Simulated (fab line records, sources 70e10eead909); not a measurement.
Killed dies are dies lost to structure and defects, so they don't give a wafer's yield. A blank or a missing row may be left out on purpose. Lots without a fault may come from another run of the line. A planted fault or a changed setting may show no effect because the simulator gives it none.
fab line records | flow nand_harc | part 1 of 2: steps 1 to 30 of 39
record lots=5 wafers=15 last_day=27
route steps=1159 shown A_BONDPAD@1087 HYBRID_BOND@1094 THIN_TSV@1101
lots that met no fault: from a run of the same line without faults
start_h: hours from the record's first day to the start of the lot's first wafer shown | wait_h: hours since the lot's step before | " the same as in the row above | L1.1+2: a row that stands for several wafers | - no value, or no start given | * or withheld: withheld | < > ~ a bound
route shown NAME@n: a module of which the file shows steps, and the number in the route of the first | usual: mean/standard deviation of fault-free wafers | same: alike in all rows | chamber/n: place in a boat | sites: the reading at each site | _std_site: their standard deviation | _edge_site: outer sites' mean less inner sites' | radius_mm: how far each site lies from the wafer's centre | mask NAME#n: copy n | behind: the tool/chamber that last shaped the wafer | hold: why the lot was held/for how many hours/how that ended | device: the transistor (n, p or np) that didn't switch | end of line: the same wafers' tests at the end of the route | a step without rows: its recipe alone | killed: dies lost to structure and defects at the first sort, not the wafer's yield | map: a wafer's dies, x killed, . not, _ none there
set.NAME: the setting as run; set.NAME@STEP: as run at that earlier step | model.NAME: the simulator's own value behind a step, which no gauge read
lots at some steps of the route; a table a step, a row a wafer
services: from which hour (start_h, from the record's first day; less than 0 if before it) a tool's chamber was out of use, for how many hours, and why
## steps
# step NHARC_A_BONDPAD_ANNEAL_28
# recipe temp_c=225 time_s=90
# usual wafer_temp_C_max=226.3/0.4
# columns lot.wafer tool chamber start_h wait_h wafer_temp_C_max
L076.2 rtp_anneal-01 0 448.37 - 226.3
L076.5 " 0 " " 226.0
L076.6 " 0 " " 225.9
L088.1 rtp_anneal-02 0 527.44 - 227.0
L088.3 " 0 " " 226.7
L088.4 " 0 " " 226.8
L080.3 rtp_anneal-02 0 536.06 0.3 226.7
L080.5 " 0 " " 226.4
L080.6 " 0 " " 226.7
L087.1 rtp_anneal-01 0 573.70 - 225.9
L087.2 " 0 " " 226.0
L087.3 " 0 " " 225.8
L096.1 rtp_anneal-02 0 585.00 - 226.3
L096.3 " 0 " " 226.7
L096.4 " 0 " " 226.4
# step NHARC_A_BONDPAD_CMP_19
# recipe t_overpolish_s=30 cu_recess_touch_s=16 target_thk_nm=169.8
# usual motor_current_A=12.2/1.1 overpolish_run_s=29.999/0.0091 pad_life_wafers=357/120 slurry_filter_dp_kPa=13.48/0.13
# columns lot.wafer tool chamber start_h wait_h motor_current_A overpolish_run_s pad_life_wafers slurry_filter_dp_kPa
L076.2 cmp-01 2 448.75 - 13.6 29.990 237 13.60
L076.5 " 3 " " 12.4 30.008 - 13.43
L076.6 " 0 " " 10.8 29.985 - 13.73
L088.1 cmp-01 0 527.78 - 10.0 29.995 108 13.45
L088.4 " 2 " " 12.7 30.012 110 13.80
L088.3 " 3 " " 12.3 30.009 111 13.35
L080.3 cmp-03 0 536.35 - 11.2 30.008 428 13.36
L080.6 " 2 " " 12.7 30.009 - 13.45
L080.5 " 3 " " 13.8 29.996 - 13.17
L087.1 cmp-04 1 574.04 - 12.7 30.002 414 13.59
L087.3 " 2 " " 12.8 30.006 415 13.50
L087.2 " 0 " " 10.7 30.017 417 13.46
L096.3 cmp-04 2 585.35 - 12.6 29.999 534 13.63
L096.1 " 3 " " 10.7 30.017 535 13.71
L096.4 " 0 " " 11.1 29.996 536 13.44
# step NHARC_A_BONDPAD_THK_MEAS_20
# recipe thk_meas_gauge=xrf
# usual thk_nm=169.7/1.4
# columns lot.wafer tool chamber start_h wait_h thk_nm
L076.2 film_metro-02 - 448.98 - 169.4
L076.5 " - " " 167.0
L076.6 " - " " 168.7
L088.1 film_metro-02 - 528.10 - 168.7
L088.3 " - " " 170.6
L088.4 " - " " 169.3
L080.3 film_metro-01 - 536.62 - 173.0
L080.5 " - " " 169.4
L080.6 " - " " 171.5
L087.1 film_metro-01 - 574.36 - 169.3
L087.2 " - " " 169.0
L087.3 " - " " 170.2
L096.1 film_metro-02 - 585.68 - 169.3
L096.3 " - " " 167.7
L096.4 " - " " 170.9
# step NHARC_A_BONDPAD_SRD_21
# recipe time_s=30 temp_c=23 dry_time_s=20 spin_rpm=1500
# columns lot.wafer tool chamber start_h wait_h
L076.2+6+5 wet_bench-10 4,6,7 449.03 0.0
L088.4+3+1 wet_bench-08 1,2,5 528.14 0.0
L080.5+6+3 wet_bench-10 6,7,1 536.67 0.0
L087.2+3+1 wet_bench-08 0,3,4 574.41 0.0
L096.1+3+4 wet_bench-10 1,2,5 585.73 0.0
# step NHARC_A_BONDPAD_INSPECT_23
# usual raw_defect_count=454/110
# columns lot.wafer tool chamber start_h wait_h raw_defect_count
L076.2 defect_inspect-02 - 449.21 0.0 382
L076.5 " - " " 403
L076.6 " - " " 382
L088.1 defect_inspect-01 - 528.35 0.0 569
L088.3 " - " " 371
L088.4 " - " " 429
L080.3 defect_inspect-01 - 536.85 0.0 638
L080.5 " - " " 426
L080.6 " - " " 387
L087.1 defect_inspect-02 - 574.59 0.0 499
L087.2 " - " " 349
L087.3 " - " " 435
L096.1 defect_inspect-02 - 585.90 0.1 406
L096.3 " - " " 337
L096.4 " - " " 494
# step NHARC_HYBRID_BOND_ACTIVATE_00
# recipe time_s=60 n2_flow_sccm=200 ar_flow_sccm=0 bias_power_w=0 chemistry=N2
# usual drypump_motor_current_A=5.36/0.28 n2_flow_sccm=200.0/0.56 oes_product_au=0.998/0.0081 rf_vpp_V=64.1/0.9 showerhead_plenum_p_Torr=1.79/0.07
# columns lot.wafer tool chamber start_h wait_h drypump_motor_current_A n2_flow_sccm oes_product_au rf_hours_counter_h rf_vpp_V showerhead_plenum_p_Torr
L076.2 rie_diel-08 3 449.27 0.1 5.50 198.9 1.000 13 64.8 1.82
L076.5 " 3 " " 5.49 199.2 0.989 - 63.7 1.82
L076.6 " 0 " " 5.30 200.7 0.993 - 63.8 1.74
L088.1 rie_diel-09 3 528.42 0.1 5.27 201.2 1.012 26 65.4 1.76
L088.3 " 0 " " 4.84 199.8 1.018 24 64.2 1.65
L088.4 " 2 " " 5.24 200.3 1.002 26 63.1 1.76
L080.3 rie_diel-09 2 536.91 0.1 5.27 200.9 0.992 28 63.6 1.76
L080.6 " 2 " " 5.28 199.6 0.988 - 64.9 1.76
L080.5 " 3 " " 5.22 200.3 0.999 - 63.1 1.76
L087.3 rie_diel-09 3 574.65 0.1 5.21 200.5 0.999 45 64.1 1.75
L087.2 " 0 " " 4.81 201.1 1.010 37 62.9 1.65
L087.1 " 2 " " 5.27 200.5 0.995 42 63.8 1.76
L096.4 rie_diel-08 3 585.96 0.1 5.50 200.7 0.992 8 64.2 1.82
L096.1 " 0 " " 5.28 199.7 0.992 10 62.1 1.74
L096.3 " 2 " " 5.87 200.3 0.991 11 64.4 1.88
# step NHARC_HYBRID_BOND_PRECLEAN_01
# recipe time_s=300 temp_c=23 chemistry=DIW
# columns lot.wafer tool chamber start_h wait_h
L076.2+5+6 wet_bench-08 3,5,7 449.44 0.2
L088.1+3+4 wet_bench-08 0,1,2 528.58 0.2
L080.6+5+3 wet_bench-10 0,1,2 537.13 0.2
L087.3+1+2 wet_bench-10 6,0,1 574.80 0.1
L096.1+4+3 wet_bench-10 4,6,7 586.12 0.1
# step NHARC_HYBRID_BOND_SRD_02
# recipe time_s=30 temp_c=23 dry_time_s=20 spin_rpm=1500
# columns lot.wafer tool chamber start_h wait_h
L076.2+5+6 wet_bench-08 3,5,7 - -
L088.1+3+4 wet_bench-08 0,1,2 - -
L080.6+5+3 wet_bench-10 0,1,2 - -
L087.3+1+2 wet_bench-10 6,0,1 - -
L096.1+4+3 wet_bench-10 4,6,7 - -
# step NHARC_HYBRID_BOND_BOND_03
# recipe temp_c=25
# columns lot.wafer tool chamber start_h wait_h
L076.2+5+6 wafer_bonder-01 0 449.83 -
L088.1+3+4 wafer_bonder-01 0 530.51 -
L080.3+5+6 wafer_bonder-01 0 538.22 -
L087.1+2+3 wafer_bonder-01 0 575.06 -
L096.1+3+4 wafer_bonder-01 0 586.38 -
# step NHARC_HYBRID_BOND_ANNEAL_04
# recipe temp_c=300 time_s=7200 ramp_up_c_per_min=5 ramp_down_c_per_min=3 idle_temp_c=100 pressure_atm=1
# usual pressure_atm=0.9996/0.0018 ramp_up_c_per_min=4.9998/0.00091 spike_tc_bottom_C=325.1/1.7 tube_center_temp_C=300/0.028 zone_power_lower_pct=2.97/0.16
# columns lot.wafer tool chamber start_h wait_h pressure_atm ramp_up_c_per_min spike_tc_bottom_C tube_center_temp_C zone_power_lower_pct
L076.2 furnace-06 0 452.67 2.7 0.9996 5.0012 322.4 299.97 2.84
L076.5 " 0 " " 1.0001 5.0009 323.0 300.06 2.83
L076.6 " 0 " " 1.0008 4.9989 322.7 299.96 2.82
L088.1 furnace-08 0 533.54 2.9 0.9992 4.9997 323.1 299.98 2.80
L088.3 " 0 " " 0.9980 5.0000 323.8 299.95 2.77
L088.4 " 0 " " 0.9995 4.9981 324.3 299.99 2.76
L080.3 furnace-04 0 541.54 3.2 0.9997 4.9990 326.1 300.01 3.09
L080.5 " 0 " " 1.0014 4.9992 325.2 299.92 3.06
L080.6 " 0 " " 0.9981 5.0007 326.6 300.01 3.09
L087.1 furnace-04 0 576.16 1.0 0.9997 5.0014 326.9 299.96 3.05
L087.2 " 0 " " 0.9975 4.9979 326.9 299.98 3.11
L087.3 " 0 " " 1.0002 4.9994 326.6 300 3.14
L096.1 furnace-08 0 591.35 4.8 1.0016 4.9994 324.3 299.97 2.84
L096.3 " 0 " " 1.0071 5.0010 322.9 300.01 2.77
L096.4 " 0 " " 1.0008 5.0005 323.7 299.99 2.74
# step NHARC_HYBRID_BOND_OVL_MEAS_05
# usual overlay_x_nm=2/29 overlay_y_nm=7/34
# columns lot.wafer tool chamber start_h wait_h overlay_x_nm overlay_y_nm
L076.2 overlay-01 - 457.34 0.4 12 1
L076.5 " - " " 20 -23
L076.6 " - " " -16 -18
L088.1 overlay-02 - 538.31 0.4 28 36
L088.3 " - " " 21 -19
L088.4 " - " " 4 43
L080.3 overlay-01 - 546.26 0.4 76 45
L080.5 " - " " 28 -14
L080.6 " - " " -52 -11
L087.1 overlay-02 - 580.83 0.4 40 20
L087.2 " - " " 1 38
L087.3 " - " " -18 34
L096.1 overlay-01 - 596.05 0.4 41 25
L096.3 " - " " -25 -2
L096.4 " - " " -29 8
# step NHARC_HYBRID_BOND_INSPECT_06
# recipe inspect_instrument=ir_void
# usual raw_defect_count=32/14
# columns lot.wafer tool chamber start_h wait_h raw_defect_count
L076.2 defect_inspect-02 - 457.39 0.1 21
L076.5 " - " " 12
L076.6 " - " " 13
L088.1 defect_inspect-02 - 538.36 0.1 33
L088.3 " - " " 31
L088.4 " - " " 33
L080.3 defect_inspect-02 - 546.32 0.1 12
L080.5 " - " " 21
L080.6 " - " " 22
L087.1 defect_inspect-02 - 580.88 0.1 34
L087.2 " - " " 33
L087.3 " - " " 37
L096.1 defect_inspect-02 - 596.12 0.1 40
L096.3 " - " " 38
L096.4 " - " " 34
# step NHARC_THIN_TSV_GRIND_00
# recipe target_thk_um=6
# usual head_pressure_psi=4.000/0.0086 motor_current_A=12.001/0.022
# columns lot.wafer tool chamber start_h wait_h head_pressure_psi motor_current_A
L076.2 grinder-01 0 457.75 0.4 3.989 11.991
L076.5 " 0 " " 3.998 11.990
L076.6 " 0 " " 3.996 12.006
L088.1 grinder-01 0 540.89 2.5 4.005 12.000
L088.3 " 0 " " 4.006 11.996
L088.4 " 0 " " 3.995 12.023
L080.3 grinder-01 0 546.86 0.5 3.976 11.980
L080.5 " 0 " " 3.999 12.024
L080.6 " 0 " " 3.993 12.002
L087.1 grinder-01 0 582.22 1.3 3.997 12.015
L087.2 " 0 " " 4.001 11.982
L087.3 " 0 " " 4.000 11.975
L096.1 grinder-01 0 597.46 1.3 3.993 12.020
L096.3 " 0 " " 3.993 12.004
L096.4 " 0 " " 4.000 11.951
# step NHARC_THIN_TSV_CMP_01
# recipe target_thk_um=3
# usual motor_current_A=11.9/1.2 pad_life_wafers=309/170 slurry_filter_dp_kPa=13.51/0.13
# columns lot.wafer tool chamber start_h wait_h motor_current_A pad_life_wafers slurry_filter_dp_kPa
L076.2 cmp-02 1 458.83 0.9 10.7 182 13.38
L076.6 " 3 " " 11.8 - 13.37
L076.5 " 0 " " 13.9 - 13.51
L088.4 cmp-04 3 542.12 0.4 10.6 180 13.82
L088.1 " 1 " " 12.9 182 13.54
L088.3 " 2 " " 13.3 183 13.60
L080.3 cmp-03 0 547.77 0.7 11.6 465 13.45
L080.6 " 1 " " 12.7 - 13.30
L080.5 " 2 " " 13.3 - 13.73
L087.1 cmp-03 1 583.47 1.1 12.9 247 13.67
L087.2 " 2 " " 13.3 248 13.40
L087.3 " 3 " " 13.5 249 13.74
L096.4 cmp-02 1 598.69 0.4 10.8 468 13.57
L096.1 " 2 " " 10.2 469 13.68
L096.3 " 3 " " 12.1 470 13.43
# step NHARC_THIN_TSV_THK_MEAS_02
# recipe thk_meas_gauge=ir
# usual thk_nm=2963/230
# columns lot.wafer tool chamber start_h wait_h thk_nm
L076.2 film_metro-02 - 459.05 - 2809
L076.5 " - " " 2559
L076.6 " - " " 2721
L088.1 film_metro-01 - 542.38 - 3103
L088.3 " - " " 2796
L088.4 " - " " 2709
L080.3 film_metro-02 - 547.96 0.2 3297
L080.5 " - " " 3134
L080.6 " - " " 2604
L087.1 film_metro-02 - 583.72 0.2 3240
L087.2 " - " " 3341
L087.3 " - " " 3298
L096.1 film_metro-02 - 598.96 - 3161
L096.3 " - " " 2834
L096.4 " - " " 3117
# step NHARC_THIN_TSV_SRD_03
# columns lot.wafer tool chamber start_h wait_h
L076.6+5+2 wet_bench-08 0,1,2 459.10 0.0
L088.3+1+4 wet_bench-08 2,4,6 542.42 0.0
L080.5+6+3 wet_bench-08 3,5,6 548.01 0.0
L087.2+1+3 wet_bench-10 0,3,4 583.76 0.0
L096.4+3+1 wet_bench-08 6,7,2 599.00 0.0
# step NHARC_THIN_TSV_PRECLEAN_41
# recipe time_s=* temp_c=50 bath_age_min=0 chemistry=SC1
# usual nh4oh_flow_mL_min=28.29/0.099
# columns lot.wafer tool chamber start_h wait_h nh4oh_flow_mL_min
L076.6 wet_bench-08 0 459.12 0.0 28.34
L076.5 " 1 " " 28.12
L076.2 " 2 " " 28.34
L088.3 wet_bench-08 2 542.45 0.0 28.26
L088.1 " 4 " " 28.53
L088.4 " 6 " " 28.32
L080.5 wet_bench-08 3 548.03 0.0 28.08
L080.6 " 5 " " 28.45
L080.3 " 6 " " 28.41
L087.2 wet_bench-10 0 583.78 0.0 28.35
L087.1 " 3 " " 28.20
L087.3 " 4 " " 28.27
L096.4 wet_bench-08 6 599.02 0.0 28.34
L096.3 " 7 " " 28.02
L096.1 " 2 " " 28.25
# step NHARC_THIN_TSV_SRD_42
# columns lot.wafer tool chamber start_h wait_h
L076.6+5+2 wet_bench-08 0,1,2 - -
L088.3+1+4 wet_bench-08 2,4,6 - -
L080.5+6+3 wet_bench-08 3,5,6 - -
L087.2+1+3 wet_bench-10 0,3,4 - -
L096.4+3+1 wet_bench-08 6,7,2 - -
# step NHARC_THIN_TSV_DEP_43
# recipe target_thk_a=13285 temp_c=withheld pressure_torr=6.5 rf_w=900 teos_flow_sccm=161.4 flow_sccm=2650 target_thk_nm=1328.5 gas=O2 material=SiO2
# usual throttle_valve_pct=16.2/0.37
# columns lot.wafer tool chamber start_h wait_h throttle_valve_pct
L076.2 pecvd-04 0 459.36 - 16.0
L076.5 " 1 " " 16.0
L076.6 " 0 " " 16.1
L088.3 pecvd-04 2 542.65 - 16.5
L088.1 " 0 " " 16.2
L088.4 " 0 " " 16.0
L080.3 pecvd-02 1 548.18 - 16.8
L080.5 " 1 " " 16.3
L080.6 " 0 " " 16.4
L087.2 pecvd-02 1 583.95 - 16.2
L087.1 " 2 " " 16.0
L087.3 " 0 " " 16.7
L096.3 pecvd-01 1 599.22 - 16.4
L096.1 " 2 " " 15.7
L096.4 " 2 " " 16.0
# step NHARC_THIN_TSV_DEHYDRATE_04
# recipe temp_c=150 time_s=120
# columns lot.wafer tool chamber start_h wait_h
L076.2+5+6 litho_track-03 0 459.68 -
L088.1+3+4 litho_track-02 0 543.00 -
L080.3+5+6 litho_track-03 0 548.59 -
L087.1+2+3 litho_track-03 0 584.36 -
L096.1+3+4 litho_track-03 0 599.58 -
# step NHARC_THIN_TSV_HMDS_05
# recipe time_s=30
# columns lot.wafer tool chamber start_h wait_h
L076.2+5+6 litho_track-03 0 - -
L088.1+3+4 litho_track-02 0 - -
L080.3+5+6 litho_track-03 0 - -
L087.1+2+3 litho_track-03 0 - -
L096.1+3+4 litho_track-03 0 - -
# step NHARC_THIN_TSV_COAT_06
# recipe spin_rpm=*
# columns lot.wafer tool chamber start_h wait_h
L076.2+5+6 litho_track-03 0 - -
L088.1+3+4 litho_track-02 0 - -
L080.3+5+6 litho_track-03 0 - -
L087.1+2+3 litho_track-03 0 - -
L096.1+3+4 litho_track-03 0 - -
# step NHARC_THIN_TSV_SOFTBAKE_07
# recipe temp_c=122 time_s=95
# columns lot.wafer tool chamber start_h wait_h
L076.2+5+6 litho_track-03 0 - -
L088.1+3+4 litho_track-02 0 - -
L080.3+5+6 litho_track-03 0 - -
L087.1+2+3 litho_track-03 0 - -
L096.1+3+4 litho_track-03 0 - -
# step NHARC_THIN_TSV_EBR_08
# columns lot.wafer tool chamber start_h wait_h
L076.2+5+6 litho_track-03 0 - -
L088.1+3+4 litho_track-02 0 - -
L080.3+5+6 litho_track-03 0 - -
L087.1+2+3 litho_track-03 0 - -
L096.1+3+4 litho_track-03 0 - -
# step NHARC_THIN_TSV_EXPOSE_09
# recipe na=0.55 dose_mj=30.7 mask_id=TSV
# same na=0.55
# columns lot.wafer tool chamber start_h wait_h mask
L076.2+5+6 krf_scanner-04 0 459.95 - TSV#0
L088.1+3+4 krf_scanner-01 0 543.27 - TSV#0
L080.3+5+6 krf_scanner-04 0 548.87 - TSV#0
L087.1+2+3 krf_scanner-04 0 584.62 - TSV#0
L096.1+3+4 krf_scanner-04 0 599.85 - TSV#0
# step NHARC_THIN_TSV_PEB_10
# recipe peb_temp_c=118 peb_time_s=85
# columns lot.wafer tool chamber start_h wait_h
L076.2+5+6 litho_track-02 0 460.01 0.1
L088.1+3+4 litho_track-03 0 543.34 0.1
L080.3+5+6 litho_track-02 0 548.93 0.1
L087.1+2+3 litho_track-03 0 584.69 0.1
L096.1+3+4 litho_track-07 0 599.92 0.1
# step NHARC_THIN_TSV_DEVELOP_11
# recipe time_s=70
# columns lot.wafer tool chamber start_h wait_h
L076.2+5+6 litho_track-02 0 - -
L088.1+3+4 litho_track-03 0 - -
L080.3+5+6 litho_track-02 0 - -
L087.1+2+3 litho_track-03 0 - -
L096.1+3+4 litho_track-07 0 - -
# step NHARC_THIN_TSV_CD_MEAS_12
# recipe target_cd_nm=1000 landing_energy_ev=500
# usual cd_nm=999.7/1.5
# columns lot.wafer tool chamber start_h wait_h cd_nm
L076.2 cd_sem-01 0 460.11 - 998.4
L076.5 " 0 " " 999.0
L076.6 " 0 " " 998.1
L088.1 cd_sem-02 0 543.43 - 999.4
L088.3 " 0 " " 999.2
L088.4 " 0 " " 999.4
L080.3 cd_sem-02 0 549.03 - 1000.4
L080.5 " 0 " " 1001.6
L080.6 " 0 " " 999.2
L087.1 cd_sem-02 0 584.78 - 1001.8
L087.2 " 0 " " 1000.7
L087.3 " 0 " " 1001.6
L096.1 cd_sem-01 0 600.01 - 999.0
L096.3 " 0 " " 1001.0
L096.4 " 0 " " 998.9
# step NHARC_THIN_TSV_HARDBAKE_13
# recipe temp_c=125 time_s=80
# columns lot.wafer tool chamber start_h wait_h
L076.2+5+6 litho_track-03 0 460.19 -
L088.1+3+4 litho_track-03 0 543.51 -
L080.3+5+6 litho_track-02 0 549.11 -
L087.1+2+3 litho_track-03 0 584.86 -
L096.1+3+4 litho_track-07 0 600.10 -
# step NHARC_THIN_TSV_DESCUM_14
# recipe time_s=3 o2_flow_sccm=200 ar_flow_sccm=0 bias_power_w=0 chemistry=O2
# usual drypump_motor_current_A=5.6/0.38 oes_product_au=1.001/0.0077 rf_vpp_V=57.8/0.88 showerhead_plenum_p_Torr=1.92/0.087 throttle_valve_pct=11.311/0.0087
# columns lot.wafer tool chamber start_h wait_h drypump_motor_current_A oes_product_au rf_hours_counter_h rf_vpp_V showerhead_plenum_p_Torr throttle_valve_pct
L076.2 rie_diel-02 1 460.28 - 5.5 1.003 7 58.0 2.05 11.301
L076.5 " 3 " " 5.5 0.996 - 58.2 1.87 11.317
L076.6 " 0 " " 6.0 1.009 - 56.7 1.87 11.322
L088.3 rie_diel-05 0 543.59 - 5.1 1.005 0 57.2 1.89 11.309
L088.4 " 1 " " 6.2 1.011 0 57.3 1.89 11.315
L088.1 " 3 " " 5.2 1.000 1 58.0 1.93 11.327
L080.3 rie_diel-05 0 549.20 - 5.1 0.983 1 57.8 1.89 11.317
L080.5 " 2 " " 5.1 0.985 - 56.2 1.81 11.315
L080.6 " 3 " " 5.2 0.998 - 58.2 1.93 11.311
L087.1 rie_diel-02 3 584.95 - 5.5 1.002 3 57.2 1.87 11.318
L087.2 " 0 " " 6.0 1.002 4 56.9 1.87 11.308
L087.3 " 1 " " 5.5 1.004 4 58.2 2.04 11.303
L096.1 rie_diel-02 2 600.21 - 5.8 1.013 6 58.3 2.05 11.327
L096.3 " 3 " " 5.5 0.986 5 57.1 1.87 11.315
L096.4 " 0 " " 6.0 1.002 7 56.6 1.87 11.318
